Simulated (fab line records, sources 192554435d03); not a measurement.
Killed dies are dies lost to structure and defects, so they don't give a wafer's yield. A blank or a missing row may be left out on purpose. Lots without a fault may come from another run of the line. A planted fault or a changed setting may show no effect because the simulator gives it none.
fab line records | flow n5_finfet
record lots=5 wafers=15 last_day=18
route steps=1938 shown GATE_CUT@465 MOL_CONTACT_COAG@558 BEOL_M4@1111
lots that met no fault: from a run of the same line without faults
start_h: hours from the record's first day to the start of the lot's first wafer shown | wait_h: hours since the lot's step before | " the same as in the row above | L1.1+2: a row that stands for several wafers | - no value, or no start given | * or withheld: withheld | < > ~ a bound
route shown NAME@n: a module of which the file shows steps, and the number in the route of the first | usual: mean/standard deviation of fault-free wafers | same: alike in all rows | chamber/n: place in a boat | sites: the reading at each site | _std_site: their standard deviation | _edge_site: outer sites' mean less inner sites' | radius_mm: how far each site lies from the wafer's centre | mask NAME#n: copy n | behind: the tool/chamber that last shaped the wafer | hold: why the lot was held/for how many hours/how that ended | device: the transistor (n, p or np) that didn't switch | end of line: the same wafers' tests at the end of the route | a step without rows: its recipe alone | killed: dies lost to structure and defects at the first sort, not the wafer's yield | map: a wafer's dies, x killed, . not, _ none there
set.NAME: the setting as run; set.NAME@STEP: as run at that earlier step | model.NAME: the simulator's own value behind a step, which no gauge read
lots at some steps of the route; a table a step, a row a wafer
services: from which hour (start_h, from the record's first day; less than 0 if before it) a tool's chamber was out of use, for how many hours, and why
## steps
# step N5_GATE_CUT_ETCHBACK_00
# recipe chemistry=SF6/Cl2 target=W pressure_mtorr=8 icp_w=900 bias_w=80 SF6_flow_sccm=40 Cl2_flow_sccm=60
# step N5_GATE_CUT_ETCH_56
# recipe chemistry=Cl2/Ar target=TiN target_depth_a=216 pressure_mtorr=10 icp_w=600 bias_w=60 Cl2_flow_sccm=40 Ar_flow_sccm=60
# step N5_GATE_CUT_ETCHBACK_30
# recipe chemistry=Cl2/Ar target=TiN target_depth_a=30 mode=isotropic pressure_mtorr=10 icp_w=600 bias_w=60 Cl2_flow_sccm=40 Ar_flow_sccm=60
# step N5_GATE_CUT_VAPOR_ETCH_60
# recipe chemistry=BCl3/Cl2 target=HfO2 mode=isotropic
# step N5_GATE_CUT_ETCH_58
# recipe chemistry=CH3F/O2 target=SiNx target_depth_a=170 time_s=128.6 ion_energy_ev=50 pressure_mtorr=30 source_w=415 bias_w=21 Ar_flow_sccm=150 CH3F_flow_sccm=30 O2_flow_sccm=20
# step N5_GATE_CUT_STRIP_59
# recipe chemistry=N2/H2 time_s=20 power_w=100 temp_c=40 pressure_mtorr=100 rf_frequency_hz=6e+07 bias_power_w=3 n2_flow_sccm=300 h2_flow_sccm=300
# step N5_GATE_CUT_PRECLEAN_31
# recipe temp_c=23 chemistry=DIW time_s=300
# step N5_GATE_CUT_SRD_32
# recipe time_s=30 temp_c=23 rinse_liquid=diw dry=ipa_marangoni
# step N5_GATE_CUT_SAC_CAP_01
# recipe material=SiNx target_thk_a=240 temp_c=400 ald_precursor_family=SiH2I2 ald_co_reactant=N2/H2-plasma pulse_time_s=1 ald_cycles=480 purge_time_s=2 co_reactant_purge_time_s=2 pressure_torr=2
# step N5_GATE_CUT_PECVD_57
# recipe material=SiNx target_thk_a=210 temp_c=400 precursor=SiH4/NH3/N2 pressure_torr=1.5 rf_w=300
# step N5_GATE_CUT_CMP_02
# recipe stop_on=SiO2 t_overpolish_s=12.7 post_cmp_clean=alkaline_brush down_force_psi=2.5 platen_rpm=51.8 pad_velocity_m_s=1.0307 target_thk_nm=0
# usual motor_current_A=9.0/1 overpolish_run_s=12.701/0.0088 time_to_endpoint_s=25.5/2
# columns lot.wafer tool chamber start_h wait_h motor_current_A overpolish_run_s time_to_endpoint_s model.SiO2_flowable_of_ILD0_FCVD_FILL_01.thk_nm
L601.2 cmp-01 2 142.90 0.1 9.5 12.705 24.5 115.4
L601.4 " 0 " " 9.6 12.706 24.3 115.2
L601.3 " 1 " " 10.1 12.700 12.1 114.4
L605.3 cmp-01 2 165.32 0.1 9.5 12.687 13.1 113.6
L605.2 " 3 " " 7.6 12.693 25.5 116.2
L605.6 " 3 " " 7.7 12.706 12.1 114.6
L606.1 cmp-01 0 172.77 0.1 10.1 12.692 13.2 115.6
L606.4 " 1 " " 10.1 12.698 23.1 116.6
L606.5 " 1 " " 8.7 12.715 22.6 116
L611.3 cmp-04 1 202.12 0.1 9.9 12.705 23.9 115.4
L611.2 " 3 " " 6.8 12.709 21.3 115.6
L611.6 " 2 " " 10.9 12.723 24.0 114.8
L614.3 cmp-01 3 226.43 0.1 7.7 12.686 28.0 115.4
L614.1 " 0 " " 9.4 12.708 24.1 116
L614.6 " 2 " " 9.7 12.694 24.7 116.2
# step N5_GATE_CUT_HM_DEP_46
# recipe material=SiO2 target_thk_a=1300 temp_c=400 precursor=TEOS/O2 pressure_torr=6.5 rf_w=900 teos_flow_sccm=161.4 gas=O2 flow_sccm=2650 time_s=26.6
# step N5_GATE_CUT_COAT_34
# recipe resist=SOC temp_c=250 time_s=60 spin_rpm=1500 resist_thk_nm=60
# step N5_GATE_CUT_COAT_35
# recipe resist=SiARC temp_c=220 time_s=60 spin_rpm=1500 resist_thk_nm=10
# step N5_GATE_CUT_COAT_27
# recipe resist=underlayer temp_c=205 time_s=60 spin_rpm=1500 resist_thk_nm=10
# step N5_GATE_CUT_COAT_07
# recipe resist=CAR-EUV spin_rpm=1500 resist_thk_nm=30
# step N5_GATE_CUT_EBR_09
# recipe solvent=PGMEA ebr_width_mm=1.5
# step N5_GATE_CUT_SOFTBAKE_08
# recipe temp_c=110 time_s=60 resist=CAR-EUV
# step N5_GATE_CUT_EXPOSE_10
# recipe mask_id=GATE_CUT na=0.33 source_shape=annular sigma_inner=0.35 sigma_outer=0.8 polarization=unpolarized target_cd_nm=20 dose_mj=43.25
# step N5_GATE_CUT_PEB_11
# recipe peb_temp_c=100 peb_time_s=60 resist=CAR-EUV
# step N5_GATE_CUT_DEVELOP_12
# recipe develop_time_s=30 developer=TMAH resist=CAR-EUV rinse_liquid=surfactant_rinse dry=air_spin dev_temp_c=23
# step N5_GATE_CUT_DESCUM_18
# recipe chemistry=O2 time_s=7 source_power_w=50 bias_power_w=20 pressure_mtorr=20 rf_frequency_hz=2.712e+07 temp_c=40 resist=CAR-EUV o2_flow_sccm=225
# step N5_GATE_CUT_ETCH_28
# recipe chemistry=N2/H2 target=underlayer target_depth_a=130 mask_material=CAR-EUV time_s=10.4 ion_energy_ev=200 pressure_mtorr=30 source_w=840 bias_w=150 n2_flow_sccm=200 h2_flow_sccm=200 ends=cleared
# step N5_GATE_CUT_ETCH_36
# recipe chemistry=CF4 target=SiARC target_depth_a=130 mask_material=CAR-EUV time_s=21.7 ion_energy_ev=80 pressure_mtorr=40 source_w=545 bias_w=36 Ar_flow_sccm=100 cf4_flow_sccm=100 ends=cleared
# step N5_GATE_CUT_ETCH_37
# recipe chemistry=N2/H2 target=SOC target_depth_a=600 overetch_a=120 mask_material=SiARC temp_c=40 time_s=90 ion_energy_ev=200 pressure_mtorr=30 source_w=840 bias_w=150 n2_flow_sccm=200 h2_flow_sccm=200
# step N5_GATE_CUT_STRIP_38
# recipe chemistry=N2/H2 temp_c=40 n2_flow_sccm=200 h2_flow_sccm=200 rf_frequency_hz=6e+07
# step N5_GATE_CUT_STRIP_39
# recipe chemistry=N2/H2 temp_c=40 n2_flow_sccm=200 h2_flow_sccm=200 rf_frequency_hz=6e+07
# step N5_GATE_CUT_HM_OPEN_40
# recipe chemistry=C4F6/O2 target=SiO2 mask_material=SiARC target_depth_a=1390 time_s=85.1 ion_energy_ev=250 pressure_mtorr=30 source_w=345 bias_w=185 Ar_flow_sccm=300 C4F6_flow_sccm=10 O2_flow_sccm=10 ends=cleared
# step N5_GATE_CUT_STRIP_41
# recipe chemistry=CF4 resist=SiARC power_w=300 bias_power_w=75 pressure_mtorr=50 cf4_flow_sccm=150 rf_frequency_hz=6e+07
# step N5_GATE_CUT_STRIP_42
# recipe chemistry=O2 power_w=400 temp_c=40 pressure_mtorr=30 rf_frequency_hz=6e+07 bias_power_w=0 overash_fraction=0.3 o2_flow_sccm=225
# step N5_GATE_CUT_ETCH_19
# recipe chemistry=CH3F/O2 target=SiNx mask_material=SiO2 target_depth_a=537 time_s=76.7 pressure_mtorr=30 source_w=395 bias_w=73 Ar_flow_sccm=150 CH3F_flow_sccm=30 O2_flow_sccm=20 ion_energy_ev=120 ends=cleared
# step N5_GATE_CUT_CUT_ETCH_53
# recipe chemistry=SF6/Cl2 target=W mask_material=SiO2 target_depth_a=792 pressure_mtorr=8 icp_w=900 bias_w=80 SF6_flow_sccm=40 Cl2_flow_sccm=60 ends=cleared
# step N5_GATE_CUT_CUT_ETCH_54
# recipe chemistry=Cl2/BCl3 target=TiN mask_material=SiO2 target_depth_a=967 pressure_mtorr=10 icp_w=1000 bias_w=126 Cl2_flow_sccm=53.25 bcl3_flow_sccm=21.75 Ar_flow_sccm=25 ends=cleared
# step N5_GATE_CUT_CUT_ETCH_55
# recipe chemistry=BCl3 target=HfO2 mask_material=SiO2 target_depth_a=32 ion_energy_ev=30 pressure_mtorr=5 icp_w=450 bias_w=18 bcl3_flow_sccm=80
# step N5_GATE_CUT_ETCH_47
# recipe chemistry=Cl2/BCl3 target=SiO2 target_depth_a=100 pressure_mtorr=10 icp_w=1000 bias_w=126 Cl2_flow_sccm=53.25 bcl3_flow_sccm=21.75 Ar_flow_sccm=25
# step N5_GATE_CUT_VAPOR_ETCH_48
# recipe chemistry=BCl3/Cl2 target=TiN mode=isotropic
# step N5_MOL_CONTACT_COAG_WET_ETCH_116
# recipe chemistry=SC1-inhibited target_depth_nm=4.6 dry=ipa_marangoni rinse_time_s=30 rinse_temp_c=23
# usual rinse_temp_c=22.99/0.1
# columns lot.wafer tool chamber start_h wait_h rinse_temp_c model.SiO2_flowable_of_ILD0_FCVD_FILL_01.thk_nm
L601.2 wet_bench-05 6 153.60 0.0 23.00 111.8
L601.3 " 1 " " 22.96 110.8
L601.4 " 3 " " 22.99 111.6
L605.2 wet_bench-04 3 175.50 0.0 23.08 112.6
L605.3 " 4 " " 23.04 110
L605.6 " 2 " " 22.99 111.2
L606.1 wet_bench-04 3 186.34 0.0 22.77 112
L606.4 " 1 " " 22.83 113
L606.5 " 5 " " 22.85 112.4
L611.2 wet_bench-03 6 213.86 0.0 23.04 112
L611.3 " 4 " " 23.13 111.8
L611.6 " 7 " " 22.91 111.2
L614.1 wet_bench-04 6 238.60 0.0 22.85 112.4
L614.3 " 1 " " 23.17 111.8
L614.6 " 5 " " 23.21 112.6
# step N5_BEOL_M4_RC_MEAS_101
# usual DIBL_N=36.4/1.4 DIBL_P=36.3/1.8 IOFF_N=0.163/0.024 IOFF_P=0.21/0.034 ION_N=673/11 ION_P=461/7.4 SS_N=71.6/0.52 SS_P=73.3/0.58 VT_N=249.4/2.5 VT_P=-250/3.5
# columns lot.wafer tool chamber start_h wait_h DIBL_N[mV/V] DIBL_P[mV/V] IOFF_N[nA/um] IOFF_P[nA/um] ION_N[uA/um] ION_P[uA/um] SS_N[mV/dec] SS_P[mV/dec] VT_N[mV] VT_P[mV]
L601.2 prober-02 0 218.75 0.2 36.6 36.8 0.184 0.21 695 472 71.4 73.4 244.8 -251
L601.3 " 0 " " 36.4 36.9 0.178 0.22 694 471 71.0 73.2 248.3 -251
L601.4 " 0 " " 38.0 39.1 0.220 0.27 696 476 71.2 73.9 244.8 -247
L605.2 prober-01 0 258.07 0.2 37.5 37.5 0.201 0.25 678 462 72.1 73.9 247.8 -248
L605.3 " 0 " " 37.8 38.8 0.212 0.27 681 466 72.2 73.9 247.0 -246
L605.6 " 0 " " 34.7 35.5 0.158 0.21 678 466 71.9 73.9 249.5 -249
L606.1 prober-01 0 260.20 0.0 36.1 37.3 0.168 0.23 678 460 72.5 73.5 248.1 -249
L606.4 " 0 " " 33.9 34.3 0.118 0.18 659 455 71.5 72.2 255.4 -249
L606.5 " 0 " " 35.8 36.7 0.162 0.22 672 463 71.8 72.5 249.3 -247
L611.2 prober-01 0 286.57 0.2 37.4 37.1 0.166 0.23 674 464 72.2 73.5 248.7 -248
L611.3 " 0 " " 38.9 38.8 0.193 0.27 688 467 71.9 73.6 249.4 -247
L611.6 " 0 " " 39.5 39.1 0.201 0.27 686 471 72.2 74.1 247.1 -244
L614.1 prober-01 0 305.94 0.0 40.2 38.5 0.211 0.29 689 475 72.2 73.4 247.9 -243
L614.3 " 0 " " 39.1 37.0 0.180 0.26 666 461 72.6 73.1 249.2 -245
L614.6 " 0 " " 40.0 37.8 0.204 0.29 683 471 72.2 74.0 246.8 -245
## services
# columns tool chamber start_h hours kind
wet_bench-05 - 126.76 1.9 pm
cmp-01 - 230.12 0.3 repair
cmp-04 - 232.23 4.0 pm
cmp-04 - 236.23 - consumable_replace:conditioner
cmp-04 - 236.23 - consumable_replace:pad
## key
first_sign step=N5_GATE_CUT_CMP_02 reading=time_to_endpoint_s direction=down sigmas=6.4 usual=* struck=*
effect none on later readings
model_effect step=N5_GATE_CUT_CMP_02 value=SiO2_flowable_of_ILD0_FCVD_FILL_01.thk_nm without=115.8 struck=114.6
model_effect step=N5_MOL_CONTACT_COAG_WET_ETCH_116 value=SiO2_flowable_of_ILD0_FCVD_FILL_01.thk_nm without=112.2 struck=111
met_at N5_GATE_CUT_CMP_02
struck_wafers L601.3,L605.3,L605.6,L606.1
fault kind=process_parameter_drift tool=cmp-01 chamber=- onset_h=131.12 steps=N5_GATE_CUT_CMP_02 channel=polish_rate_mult offset=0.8 shape=step end_h=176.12 scope=struck_wafers_only
